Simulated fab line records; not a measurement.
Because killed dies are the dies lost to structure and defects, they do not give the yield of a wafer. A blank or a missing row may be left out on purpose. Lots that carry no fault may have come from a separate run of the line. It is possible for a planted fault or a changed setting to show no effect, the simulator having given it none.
Matching of chambers + flow nand-harc + rie-diel-12 running NHARC_P_GATE_DESCUM_31: 4 sister chambers
The step chemistry O2, time 3 s. 4 wafers are shown with their chamber, then 8 later ones without.

WAFERS PAIRED WITH THEIR CHAMBERS
| wafer  | chamber | drypump-motor-current-A (A) |
|--------|---------|-----------------------------|
| L080.4 | 3       | 5.7                         |
| L082.1 | 0       | 6.4                         |
| L082.6 | 1       | 5.0                         |
| L087.1 | 2       | 5.4                         |

WAFERS WITHOUT THEIR CHAMBER
| wafer  | drypump-motor-current-A (A) |
|--------|-----------------------------|
| L087.4 | 5.0                         |
| L087.6 | 5.4                         |
| L090.1 | 4.9                         |
| L090.3 | 6.4                         |
| L090.6 | 5.7                         |
| L095.3 | 5.7                         |
| L095.4 | 6.4                         |
| L095.6 | 5.4                         |

WHICH CHAMBER EACH ONE RAN IN
| wafer  | from the rows above | in truth |
|--------|---------------------|----------|
| L087.4 | 1                   | 1        |
| L087.6 | 2                   | 2        |
| L090.1 | 1                   | 1        |
| L090.3 | 0                   | 0        |
| L090.6 | 3                   | 3        |
| L095.3 | 3                   | 3        |
| L095.4 | 0                   | 0        |
| L095.6 | 2                   | 2        |
Placed correctly: 8 of 8. Left unplaced by these rows: 0. Wrongly placed: 0.
How it was worked out, from the rows above alone: a wafer's distance from a chamber is the root of the sum, over the readings, of the square of ((its reading less the chamber's mean) divided by the reading's scatter). If the next closest chamber is less than 2 further off than the closest, the wafer can't be placed; otherwise it belongs to the closest. The mean given for a chamber averages the wafers shown for that chamber. The scatter: root of mean squared gap, hidden wafer to nearest shown wafer, with one shown wafer a chamber.
